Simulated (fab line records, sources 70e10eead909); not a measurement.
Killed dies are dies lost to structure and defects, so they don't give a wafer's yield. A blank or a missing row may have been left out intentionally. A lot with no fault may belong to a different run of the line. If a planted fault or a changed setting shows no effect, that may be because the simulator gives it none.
3 desks looking at one fault | flow nand_harc | every desk sees just its own numbers, and what lay behind them comes last

## THE DEFECT DESK
What the inspections along the route counted, lot by lot: means of the sampled wafers that have a number. A lot is out of limits, marked OUT, if its mean lies more than 4 standard deviations from the usual mean; the brackets give that distance.
Columns: A = raw_defect_count at NHARC_A_CHANNEL_HOLE_D1_INSPECT_12, usual 5
lot  | first seen here | A
L599 | day 11 21:47    | 4
L598 | day 11 22:14    | 5
L601 | day 12 13:22    | 5
L605 | day 14 11:51    | 3
L611 | day 17 05:10    | 6
Finding of this desk: none of the 5 lots has anything out of limits.

## AT THE TOOL OWNER'S DESK: rie_diel-08
The tool's own readings at NHARC_A_CHANNEL_HOLE_D1_ETCH_34 (etches the open film in CF4/CHF3, target depth 154 nm, time 77 s): means of the sampled wafers that have a number, for each lot that ran on this tool. A lot is out of limits, marked OUT, if its mean lies more than 4 standard deviations from the usual mean; the brackets give that distance.
Columns: A = bias_w at NHARC_A_CHANNEL_HOLE_D1_ETCH_34, usual 200.0 W; B = drypump_motor_current_A at NHARC_A_CHANNEL_HOLE_D1_ETCH_34, usual 5.7 A; C = oes_product_au at NHARC_A_CHANNEL_HOLE_D1_ETCH_34, usual 0.951 a.u.; D = rf_vpp_V at NHARC_A_CHANNEL_HOLE_D1_ETCH_34, usual 370.6 V; E = run_length_s at NHARC_A_CHANNEL_HOLE_D1_ETCH_34, usual 98.2 s; F = showerhead_plenum_p_Torr at NHARC_A_CHANNEL_HOLE_D1_ETCH_34, usual 1.57 Torr; G = throttle_valve_pct at NHARC_A_CHANNEL_HOLE_D1_ETCH_34, usual 16.803 %
lot  | first seen here | A     | B   | C     | D     | E               | F    | G
L598 | day 11 22:44    | 200.3 | 6.0 | 0.939 | 369.6 | 97.8            | 1.56 | 16.800
L601 | day 12 13:58    | 200.1 | 5.7 | 0.931 | 373.2 | 98.2            | 1.63 | 16.795
L611 | day 17 05:40    | 199.7 | 5.9 | 0.972 | 369.5 | 96.3 (-4.2) OUT | 1.53 | 16.807
This desk finds L611 out of limits, L611 being first, at day 17 05:40 (run_length_s at NHARC_A_CHANNEL_HOLE_D1_ETCH_34). L598, L601 stayed within limits.

## METROLOGY DESK
Means of the sampled wafers that have a number, per lot and without regard to the tool the lot ran on: this is what the gauges read. A lot is out of limits, marked OUT, if its mean lies more than 4 standard deviations from the usual mean; the brackets give that distance.
Columns: A = cd_nm at NHARC_A_CHANNEL_HOLE_D1_CD_MEAS_10, usual 100.0 nm; B = overlay_x_nm at NHARC_A_CHANNEL_HOLE_D1_OVL_MEAS_11, usual -0.2 nm; C = overlay_y_nm at NHARC_A_CHANNEL_HOLE_D1_OVL_MEAS_11, usual -0.1 nm
lot  | first seen here | A     | B    | C
L599 | day 11 21:39    | 100.6 | -1.2 | -0.4
L598 | day 11 22:07    | 99.6  | 0.6  | -0.2
L601 | day 12 13:15    | 99.6  | -0.1 | 0.4
L605 | day 14 11:44    | 100.1 | -0.4 | 0.1
L611 | day 17 05:02    | 99.8  | -1.2 | 0.0
Finding of this desk: none of the 5 lots has anything out of limits.

## TAKEN TOGETHER
The tool owner's desk had the chance to raise an alarm at day 17 05:40 on L611.
The defect desk saw nothing out of limits.
At the metrology desk, nothing out of limits was observed.
The defect desk has L611 on record, within its limits.
The metrology desk has L611 on record, within its limits.
Every lot named ran NHARC_A_CHANNEL_HOLE_D1_ETCH_34 on rie_diel-08.

## WHAT THE SIMULATOR HAD INSERTED
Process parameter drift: rie_diel-08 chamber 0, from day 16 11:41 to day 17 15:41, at NHARC_A_CHANNEL_HOLE_D1_ETCH_34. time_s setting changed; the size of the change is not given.
Struck lots among those shown: L611.
Delay in hours, fault start to first out-of-limits reading, by desk: the tool owner's desk at 18.
